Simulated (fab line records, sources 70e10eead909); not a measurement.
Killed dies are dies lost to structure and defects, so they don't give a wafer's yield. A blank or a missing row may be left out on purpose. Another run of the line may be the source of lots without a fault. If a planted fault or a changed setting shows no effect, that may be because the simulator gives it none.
Which tool is to blame? | flow nandHarc | 72 wafers from 24 lots sampled at 6 of the route's 1302 steps

== WHAT EACH GAUGE READ, for each wafer ==
NHARC_A_CHANNEL_FILL_D2_THK_MEAS_06: measures by ellipsometry. Usual: thkNm at 5.1 nm, with a standard deviation of 1.
lot  | measured     | on           | thkNm (nm)  | flag
L074 | day 14 20:25 | filmMetro-02 | 7.5 6.0 5.5 | 
L075 | day 15 11:28 | filmMetro-01 | 4.5 7.8 4.7 | 
L076 | day 15 11:28 | filmMetro-02 | 3.8 5.7 4.8 | 
L077 | day 16 04:34 | filmMetro-02 | 5.0 5.0 3.6 | 
L078 | day 16 19:44 | filmMetro-01 | 4.8 6.5 4.9 | 
L080 | day 17 08:07 | filmMetro-02 | 4.1 6.1 4.9 | 
L079 | day 17 08:08 | filmMetro-01 | 5.6 3.6 3.6 | 
L081 | day 17 21:17 | filmMetro-02 | 5.8 6.1 5.8 | 
L082 | day 18 16:34 | filmMetro-01 | 5.3 6.5 5.7 | 
L084 | day 19 03:41 | filmMetro-02 | 6.1 5.8 7.0 | 
L083 | day 19 03:41 | filmMetro-01 | 4.6 5.8 5.0 | 
L085 | day 19 16:35 | filmMetro-01 | 5.8 4.0 4.8 | 
L086 | day 19 16:36 | filmMetro-02 | 4.6 4.0 6.1 | 
L087 | day 20 12:35 | filmMetro-02 | 5.1 6.6 5.8 | 
L089 | day 20 18:53 | filmMetro-02 | 3.8 4.1 5.2 | 
L088 | day 20 18:53 | filmMetro-01 | 4.9 4.7 6.3 | 
L091 | day 21 20:34 | filmMetro-01 | 6.1 5.8 3.1 | 
L090 | day 22 02:08 | filmMetro-02 | 4.1 3.7 4.4 | 
L092 | day 22 16:52 | filmMetro-01 | 3.6 4.5 5.5 | 
L093 | day 22 16:52 | filmMetro-01 | 4.8 5.0 4.6 | 
L094 | day 22 16:52 | filmMetro-02 | 5.2 3.8 5.7 | 
L096 | day 23 16:46 | filmMetro-01 | 4.9 5.9 5.0 | 
L095 | day 23 16:46 | filmMetro-02 | 3.9 4.0 5.4 | 
L097 | day 24 16:55 | filmMetro-01 | 5.1 4.2 4.2 | 

NHARC_A_CHANNEL_FILL_D2_INSPECT_13. Usual: rawDefectCount at 415, with a standard deviation of 130.
lot  | measured     | on               | rawDefectCount | flag
L074 | day 15 08:18 | defectInspect-01 | 315 403 421    | 
L075 | day 16 00:34 | defectInspect-01 | 341 526 508    | 
L076 | day 16 00:30 | defectInspect-02 | 467 476 287    | 
L077 | day 16 16:44 | defectInspect-02 | 317 489 698    | 
L078 | day 17 07:50 | defectInspect-02 | 296 278 294    | 
L080 | day 17 20:14 | defectInspect-02 | 447 356 362    | 
L079 | day 17 20:07 | defectInspect-01 | 565 524 378    | 
L081 | day 18 09:22 | defectInspect-01 | 611 733 416    | 
L082 | day 19 04:39 | defectInspect-02 | 308 544 326    | 
L084 | day 19 15:49 | defectInspect-01 | 258 300 260    | 
L083 | day 19 15:55 | defectInspect-02 | 381 377 527    | 
L085 | day 20 04:28 | defectInspect-02 | 535 455 381    | 
L086 | day 20 04:29 | defectInspect-01 | 470 272 358    | 
L087 | day 21 00:36 | defectInspect-02 | 292 463 226    | 
L089 | day 21 06:48 | defectInspect-01 | 698 350 318    | 
L088 | day 21 10:32 | defectInspect-01 | 255 461 367    | 
L091 | day 22 08:31 | defectInspect-01 | 737 689 904    | 
L090 | day 22 14:16 | defectInspect-01 | 429 373 403    | 
L092 | day 23 05:53 | defectInspect-01 | 351 285 261    | 
L093 | day 23 05:34 | defectInspect-02 | 318 349 327    | 
L094 | day 23 08:31 | defectInspect-02 | 529 513 461    | 
L096 | day 24 04:43 | defectInspect-01 | 298 336 395    | 
L095 | day 24 04:53 | defectInspect-01 | 342 397 622    | 
L097 | day 25 04:50 | defectInspect-01 | 926 444 600    | 

== TOOL THAT RAN EACH LOT (tool first, then ch and the chambers of the sampled wafers, then the start) ==
lot  | NHARC_A_CHANNEL_HOLE_D2_ETCH_24 | NHARC_A_CHANNEL_HOLE_D2_ETCH_26 | NHARC_A_CHANNEL_FILL_D2_ALD_03               | NHARC_A_CHANNEL_FILL_D2_ALD_15
L074 | harEtch-02 ch 0,1, day 13 00:29 | harEtch-02 ch 0,1, day 13 01:56 | aldSinBatch-02 ch 0, day 14 20:25 or earlier | aldSinBatch-01 ch 0, day 14 20:25 or earlier
L075 | harEtch-01 ch 0,1, day 13 20:04 | harEtch-01 ch 0,1, day 13 21:31 | aldSinBatch-03 ch 0, day 15 11:28 or earlier | aldSinBatch-01 ch 0, day 15 11:28 or earlier
L076 | harEtch-02 ch 0,1, day 13 20:14 | harEtch-02 ch 0,1, day 13 23:55 | aldSinBatch-03 ch 0, day 15 11:28 or earlier | aldSinBatch-01 ch 0, day 15 11:28 or earlier
L077 | harEtch-02 ch 0,1, day 14 12:17 | harEtch-02 ch 0,1, day 14 13:56 | aldSinBatch-03 ch 0, day 16 04:34 or earlier | aldSinBatch-01 ch 0, day 16 04:34 or earlier
L078 | harEtch-02 ch 0, day 15 02:27   | harEtch-02 ch 0, day 15 05:33   | aldSinBatch-01 ch 0, day 15 18:17 or earlier | aldSinBatch-02 ch 0, day 15 18:17
L080 | harEtch-01 ch 0,1, day 15 14:13 | harEtch-01 ch 0,1, day 15 15:46 | aldSinBatch-03 ch 0, day 17 08:07 or earlier | aldSinBatch-01 ch 0, day 17 08:07 or earlier
L079 | harEtch-01 ch 0,1, day 15 18:22 | harEtch-01 ch 0,1, day 15 19:54 | aldSinBatch-01 ch 0, day 17 08:08 or earlier | aldSinBatch-02 ch 0, day 17 08:08 or earlier
L081 | harEtch-02 ch 0,1, day 16 03:58 | harEtch-02 ch 0,1, day 16 05:37 | aldSinBatch-01 ch 0, day 17 21:17 or earlier | aldSinBatch-03 ch 0, day 17 21:17 or earlier
L082 | harEtch-01 ch 1, day 16 22:23   | harEtch-01 ch 1, day 17 00:01   | aldSinBatch-02 ch 0, day 18 16:34 or earlier | aldSinBatch-03 ch 0, day 18 16:34 or earlier
L084 | harEtch-01 ch 0,1, day 17 11:04 | harEtch-01 ch 0,1, day 17 12:43 | aldSinBatch-01 ch 0, day 19 03:41 or earlier | aldSinBatch-02 ch 0, day 19 03:41 or earlier
L083 | harEtch-02 ch 1, day 17 12:16   | harEtch-02 ch 1, day 17 13:50   | aldSinBatch-01 ch 0, day 19 03:41 or earlier | aldSinBatch-02 ch 0, day 19 03:41 or earlier
L085 | harEtch-02 ch 0,1, day 18 01:01 | harEtch-02 ch 0,1, day 18 02:40 | aldSinBatch-02 ch 0, day 19 16:35 or earlier | aldSinBatch-02 ch 0, day 19 16:35 or earlier
L086 | harEtch-01 ch 0,1, day 18 02:49 | harEtch-01 ch 0,1, day 18 04:17 | aldSinBatch-02 ch 0, day 19 16:36 or earlier | aldSinBatch-02 ch 0, day 19 16:36 or earlier
L087 | harEtch-02 ch 0,1, day 18 20:46 | harEtch-02 ch 0,1, day 18 22:26 | aldSinBatch-03 ch 0, day 20 12:35 or earlier | aldSinBatch-02 ch 0, day 20 12:35 or earlier
L089 | harEtch-01 ch 0,1, day 19 02:48 | harEtch-01 ch 0,1, day 19 04:21 | aldSinBatch-01 ch 0, day 20 18:53 or earlier | aldSinBatch-02 ch 0, day 20 18:53 or earlier
L088 | harEtch-02 ch 0,1, day 19 02:57 | harEtch-02 ch 0,1, day 19 04:31 | aldSinBatch-01 ch 0, day 20 18:53 or earlier | aldSinBatch-02 ch 0, day 20 18:53 or earlier
L091 | harEtch-02 ch 0,1, day 20 02:36 | harEtch-02 ch 0,1, day 20 04:09 | aldSinBatch-03 ch 0, day 20 16:36 or earlier | aldSinBatch-01 ch 0, day 20 16:36
L090 | harEtch-01 ch 0,1, day 20 05:32 | harEtch-01 ch 0,1, day 20 07:11 | aldSinBatch-01 ch 0, day 20 19:43 or earlier | aldSinBatch-02 ch 0, day 20 19:43
L092 | harEtch-01 ch 0,1, day 20 20:25 | harEtch-01 ch 0,1, day 20 21:52 | aldSinBatch-02 ch 0, day 22 16:52 or earlier | aldSinBatch-03 ch 0, day 22 16:52 or earlier
L093 | harEtch-01 ch 0,1, day 21 01:40 | harEtch-01 ch 0,1, day 21 03:08 | aldSinBatch-01 ch 0, day 22 16:52 or earlier | aldSinBatch-03 ch 0, day 22 16:52 or earlier
L094 | harEtch-02 ch 0,1, day 21 04:58 | harEtch-02 ch 0,1, day 21 06:38 | aldSinBatch-01 ch 0, day 22 16:52 or earlier | aldSinBatch-03 ch 0, day 22 16:52 or earlier
L096 | harEtch-01 ch 0,1, day 22 00:44 | harEtch-01 ch 0,1, day 22 02:22 | aldSinBatch-03 ch 0, day 22 14:38 or earlier | aldSinBatch-03 ch 0, day 22 14:38
L095 | harEtch-02 ch 0,1, day 22 02:31 | harEtch-02 ch 0,1, day 22 04:09 | aldSinBatch-03 ch 0, day 23 16:46 or earlier | aldSinBatch-03 ch 0, day 23 16:46 or earlier
L097 | harEtch-02 ch 0,1, day 23 02:02 | harEtch-02 ch 0,1, day 23 03:41 | aldSinBatch-01 ch 0, day 24 16:55 or earlier | aldSinBatch-01 ch 0, day 24 16:55 or earlier
- NHARC_A_CHANNEL_HOLE_D2_ETCH_24: etches the open film in C4F8/O2/Ar, time 906.2 s, target depth 1500 nm.
- NHARC_A_CHANNEL_HOLE_D2_ETCH_26: etches the open film in C4F8/O2/Ar, time 224.1 s, target depth 300 nm.
- NHARC_A_CHANNEL_FILL_D2_ALD_03: deposits SiNx, target thk 6 nm, pulse time 60 s, ald cycles 58.
- NHARC_A_CHANNEL_FILL_D2_ALD_15: deposits SiNx, target thk 2 nm, pulse time 60 s, ald cycles 19.

== WHAT THE TOOLS THEMSELVES READ (means of the sampled wafers that have a number; where no wafer has one, the mark that the record gives instead) ==
NHARC_A_CHANNEL_HOLE_D2_ETCH_24. Usual: chamberPressureMTorr 19.999 mTorr, standard deviation 0.019; drypumpMotorCurrentA 5.7 A, standard deviation 0.56; showerheadPlenumPTorr 3.68 Torr, standard deviation 0.17; throttleValvePct 32.236 %, standard deviation 0.0095.
lot  | tool       | chamberPressureMTorr (mTorr) | drypumpMotorCurrentA (A) | showerheadPlenumPTorr (Torr) | throttleValvePct (%) | flag
L074 | harEtch-02 | 20.004                       | 6.2                      | 3.59                         | 32.239               | 
L075 | harEtch-01 | 19.989                       | 5.1                      | 3.58                         | 32.240               | 
L076 | harEtch-02 | 20.017                       | 6.2                      | 3.58                         | 32.234               | 
L077 | harEtch-02 | 19.996                       | 6.3                      | 3.58                         | 32.234               | 
L078 | harEtch-02 | 20.006                       | 6.4                      | 3.61                         | 32.232               | 
L080 | harEtch-01 | 19.992                       | 5.1                      | 3.57                         | 32.241               | 
L079 | harEtch-01 | 20.015                       | 5.1                      | 3.57                         | 32.238               | 
L081 | harEtch-02 | 19.985                       | 6.3                      | 3.57                         | 32.242               | 
L082 | harEtch-01 | 19.988                       | 5.1                      | 3.67                         | 32.235               | 
L084 | harEtch-01 | 20.002                       | 5.1                      | 3.60                         | 32.242               | 
L083 | harEtch-02 | 19.992                       | 6.1                      | 3.93                         | 32.239               | 
L085 | harEtch-02 | 19.984                       | 6.1                      | 3.92                         | 32.243               | 
L086 | harEtch-01 | 19.999                       | 5.1                      | 3.60                         | 32.240               | 
L087 | harEtch-02 | 19.993                       | 6.3                      | 3.91                         | 32.225               | 
L089 | harEtch-01 | 20.012                       | 5.2                      | 3.54                         | 32.235               | 
L088 | harEtch-02 | 19.980                       | 6.3                      | 3.91                         | 32.239               | 
L091 | harEtch-02 | 19.990                       | 6.3                      | 3.90                         | 32.233               | 
L090 | harEtch-01 | 19.998                       | 5.1                      | 3.58                         | 32.225               | 
L092 | harEtch-01 | 20.011                       | 5.1                      | 3.53                         | 32.241               | 
L093 | harEtch-01 | 20.003                       | 5.1                      | 3.52                         | 32.243               | 
L094 | harEtch-02 | 20.005                       | 6.3                      | 3.89                         | 32.230               | 
L096 | harEtch-01 | 19.995                       | 5.1                      | 3.52                         | 32.237               | 
L095 | harEtch-02 | 20.000                       | 6.1                      | 3.89                         | 32.230               | 
L097 | harEtch-02 | 19.986                       | 6.3                      | 3.88                         | 32.243               | 

NHARC_A_CHANNEL_HOLE_D2_ETCH_26. Usual: chamberPressureMTorr 30.00 mTorr, standard deviation 0.03; drypumpMotorCurrentA 5.7 A, standard deviation 0.56; showerheadPlenumPTorr 3.73 Torr, standard deviation 0.18; throttleValvePct 24.583 %, standard deviation 0.0095.
lot  | tool       | chamberPressureMTorr (mTorr) | drypumpMotorCurrentA (A) | showerheadPlenumPTorr (Torr) | throttleValvePct (%) | flag
L074 | harEtch-02 | 30.01                        | 6.3                      | 3.63                         | 24.590               | 
L075 | harEtch-01 | 29.98                        | 5.2                      | 3.62                         | 24.587               | 
L076 | harEtch-02 | 30.01                        | 6.3                      | 3.63                         | 24.580               | 
L077 | harEtch-02 | 29.99                        | 6.3                      | 3.62                         | 24.581               | 
L078 | harEtch-02 | 30.01                        | 6.4                      | 3.66                         | 24.580               | 
L080 | harEtch-01 | 29.99                        | 5.1                      | 3.61                         | 24.580               | 
L079 | harEtch-01 | 30.03                        | 5.1                      | 3.61                         | 24.583               | 
L081 | harEtch-02 | 30.01                        | 6.3                      | 3.61                         | 24.587               | 
L082 | harEtch-01 | 29.97                        | 5.1                      | 3.72                         | 24.588               | 
L084 | harEtch-01 | 30.01                        | 5.1                      | 3.65                         | 24.568               | 
L083 | harEtch-02 | 30.00                        | 6.0                      | 3.99                         | 24.575               | 
L085 | harEtch-02 | 29.98                        | 6.2                      | 3.98                         | 24.576               | 
L086 | harEtch-01 | 29.98                        | 5.1                      | 3.64                         | 24.582               | 
L087 | harEtch-02 | 30.01                        | 6.3                      | 3.98                         | 24.589               | 
L089 | harEtch-01 | 30.00                        | 5.1                      | 3.58                         | 24.578               | 
L088 | harEtch-02 | 29.98                        | 6.2                      | 3.97                         | 24.583               | 
L091 | harEtch-02 | 30.00                        | 6.3                      | 3.97                         | 24.577               | 
L090 | harEtch-01 | 30.00                        | 5.1                      | 3.63                         | 24.588               | 
L092 | harEtch-01 | 30.03                        | 5.1                      | 3.56                         | 24.588               | 
L093 | harEtch-01 | 30.00                        | 5.1                      | 3.56                         | 24.589               | 
L094 | harEtch-02 | 29.99                        | 6.3                      | 3.96                         | 24.586               | 
L096 | harEtch-01 | 29.99                        | 5.1                      | 3.56                         | 24.584               | 
L095 | harEtch-02 | 29.94                        | 6.2                      | 3.95                         | 24.582               | 
L097 | harEtch-02 | 29.99                        | 6.3                      | 3.94                         | 24.587               | 

NHARC_A_CHANNEL_FILL_D2_ALD_03. Usual: precursorPulseHeightRel at 0.999, with a standard deviation of 0.02.
lot  | tool           | precursorPulseHeightRel | flag
L074 | aldSinBatch-02 | 0.978                   | 
L075 | aldSinBatch-03 | 0.986                   | 
L076 | aldSinBatch-03 | 1.013                   | 
L077 | aldSinBatch-03 | 0.997                   | 
L078 | aldSinBatch-01 | 0.996                   | 
L080 | aldSinBatch-03 | 1.005                   | 
L079 | aldSinBatch-01 | 0.998                   | 
L081 | aldSinBatch-01 | 1.010                   | 
L082 | aldSinBatch-02 | 0.972                   | 
L084 | aldSinBatch-01 | 1.000                   | 
L083 | aldSinBatch-01 | 0.984                   | 
L085 | aldSinBatch-02 | 1.010                   | 
L086 | aldSinBatch-02 | 1.006                   | 
L087 | aldSinBatch-03 | 1.008                   | 
L089 | aldSinBatch-01 | 0.990                   | 
L088 | aldSinBatch-01 | 1.001                   | 
L091 | aldSinBatch-03 | 0.988                   | 
L090 | aldSinBatch-01 | 1.020                   | 
L092 | aldSinBatch-02 | 1.012                   | 
L093 | aldSinBatch-01 | 0.996                   | 
L094 | aldSinBatch-01 | 0.976                   | 
L096 | aldSinBatch-03 | 1.002                   | 
L095 | aldSinBatch-03 | 1.005                   | 
L097 | aldSinBatch-01 | 0.997                   | 

NHARC_A_CHANNEL_FILL_D2_ALD_15. Usual: precursorPulseHeightRel at 1.001, with a standard deviation of 0.02.
lot  | tool           | precursorPulseHeightRel | flag
L074 | aldSinBatch-01 | 1.020                   | 
L075 | aldSinBatch-01 | 1.000                   | 
L076 | aldSinBatch-01 | 0.996                   | 
L077 | aldSinBatch-01 | 0.999                   | 
L078 | aldSinBatch-02 | 0.984                   | 
L080 | aldSinBatch-01 | 1.015                   | 
L079 | aldSinBatch-02 | 0.996                   | 
L081 | aldSinBatch-03 | 1.006                   | 
L082 | aldSinBatch-03 | 1.002                   | 
L084 | aldSinBatch-02 | 1.004                   | 
L083 | aldSinBatch-02 | 0.990                   | 
L085 | aldSinBatch-02 | 0.991                   | 
L086 | aldSinBatch-02 | 1.030                   | 
L087 | aldSinBatch-02 | 0.996                   | 
L089 | aldSinBatch-02 | 1.011                   | 
L088 | aldSinBatch-02 | 1.003                   | 
L091 | aldSinBatch-01 | 1.006                   | 
L090 | aldSinBatch-02 | 1.012                   | 
L092 | aldSinBatch-03 | 0.970                   | 
L093 | aldSinBatch-03 | 0.990                   | 
L094 | aldSinBatch-03 | 1.025                   | 
L096 | aldSinBatch-03 | 0.994                   | 
L095 | aldSinBatch-03 | 0.994                   | 
L097 | aldSinBatch-01 | 1.000                   | 

== THE ANSWER, worked out from the rows above alone ==
Rule: lot off if the mean of its wafers having a number is beyond 3 standard deviations from the usual mean. Also off: a lot with no number at a reading for which 4 or more lots have one. The other lots that the step has rows for count as sound. The gauges are gone through in route order, then the tools' own readings, and for those a lot's mean is taken as printed above. At the first step where some lot is off, the reading lying furthest off is the one used; lots without a number count as furthest.
Across all readings shown, no lot is off: no conclusion can be drawn from this.

== WHAT HAD BEEN PUT IN BY THE SIMULATOR ==
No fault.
